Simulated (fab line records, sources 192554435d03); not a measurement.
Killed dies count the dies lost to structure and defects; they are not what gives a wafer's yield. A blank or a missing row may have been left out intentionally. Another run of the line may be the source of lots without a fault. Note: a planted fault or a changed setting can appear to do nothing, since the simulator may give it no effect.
Which tool was responsible? :: flow n5-finfet :: Sampling: 8 lots, 23 wafers, 3 of 1938 route steps

== WHAT THE GAUGES READ, wafer by wafer ==
N5_FIN_SAQP_INSPECT_18: inspects for defects (brightfield).
lot: L489
measured: day 1 23:28
on: defect-inspect-02
raw-defect-count: 387 452 365

lot: L494
measured: day 3 04:22
on: defect-inspect-02
raw-defect-count: 1181 1044 1086

lot: L495
measured: day 3 10:20
on: defect-inspect-02
raw-defect-count: 852 999 940

lot: L501
measured: day 4 22:25
on: defect-inspect-02
raw-defect-count: 399 322 300

lot: L504
measured: day 5 15:35
on: defect-inspect-02
raw-defect-count: 519 442 551

lot: L506
measured: day 6 05:51
on: defect-inspect-01
raw-defect-count: 831 546 311

lot: L508
measured: day 6 18:15
on: defect-inspect-02
raw-defect-count: 589 524

lot: L509
measured: day 6 21:50
on: defect-inspect-01
raw-defect-count: 496 402 369

== TOOL THAT RAN EACH LOT (tool first, then ch and the chambers of the sampled wafers, then the start) ==
lot: L489
N5_FIN_SAQP_PRECLEAN_42: wet-bench-06 ch 2,4,5, day 1 21:18
N5_FIN_SAQP_ALD_61: ald-sin-03 ch 2,3, day 1 22:07

lot: L494
N5_FIN_SAQP_PRECLEAN_42: wet-bench-06 ch 0,2,7, day 3 02:57
N5_FIN_SAQP_ALD_61: ald-sin-03 ch 0,1, day 3 03:03

lot: L495
N5_FIN_SAQP_PRECLEAN_42: wet-bench-06 ch 1,2,7, day 3 09:04
N5_FIN_SAQP_ALD_61: ald-sin-03 ch 1,3, day 3 09:10

lot: L501
N5_FIN_SAQP_PRECLEAN_42: wet-bench-03 ch 1,2,6, day 4 20:58
N5_FIN_SAQP_ALD_61: ald-sin-01 ch 0,1,2, day 4 21:04

lot: L504
N5_FIN_SAQP_PRECLEAN_42: wet-bench-04 ch 0,6,7, day 5 14:08
N5_FIN_SAQP_ALD_61: ald-sin-02 ch 0,2, day 5 14:14

lot: L506
N5_FIN_SAQP_PRECLEAN_42: wet-bench-03 ch 2,5,6, day 6 04:29
N5_FIN_SAQP_ALD_61: ald-sin-03 ch 0,1,2, day 6 04:34

lot: L508
N5_FIN_SAQP_PRECLEAN_42: wet-bench-03 ch 0,1, day 6 16:48
N5_FIN_SAQP_ALD_61: ald-sin-02 ch 1, day 6 17:07

lot: L509
N5_FIN_SAQP_PRECLEAN_42: wet-bench-06 ch 1,4,6, day 6 20:36
N5_FIN_SAQP_ALD_61: ald-sin-02 ch 1,2, day 6 20:42
- N5_FIN_SAQP_PRECLEAN_42: cleans in O3/DIW, time 60 s.
- N5_FIN_SAQP_ALD_61: deposits SiO2, target thk 4 nm, pulse time 1 s, purge time 2 s.

== THE ANSWER, worked out from the rows above alone ==
Rule: the usual values come from the lots themselves. Put in order of their means at a reading, lots are off if they are a third of the lots or fewer, leave a main group of 4 or more, and stand apart from it by a gap of 3 or more times the standard deviation of the main group's means; of several such gaps the widest counts. If all means in a main group match to the digits the tables above print for the reading, that group is not used. A lot without any number at a reading at which 4 lots or more have one is off too. All remaining lots with rows at the step are treated as sound.
Off, at N5_FIN_SAQP_INSPECT_18 on raw-defect-count: L494, L495. The main group: mean 465, standard deviation 83.
If a tool, at a process step before that reading, ran all the lots that are off and no sound lot after the first of them, it fits. Gauges at N5_FIN_SAQP_INSPECT_18: tried the same way as those tools. Of those tried, none fits.

== WHAT THE SIMULATOR HAD INSERTED ==
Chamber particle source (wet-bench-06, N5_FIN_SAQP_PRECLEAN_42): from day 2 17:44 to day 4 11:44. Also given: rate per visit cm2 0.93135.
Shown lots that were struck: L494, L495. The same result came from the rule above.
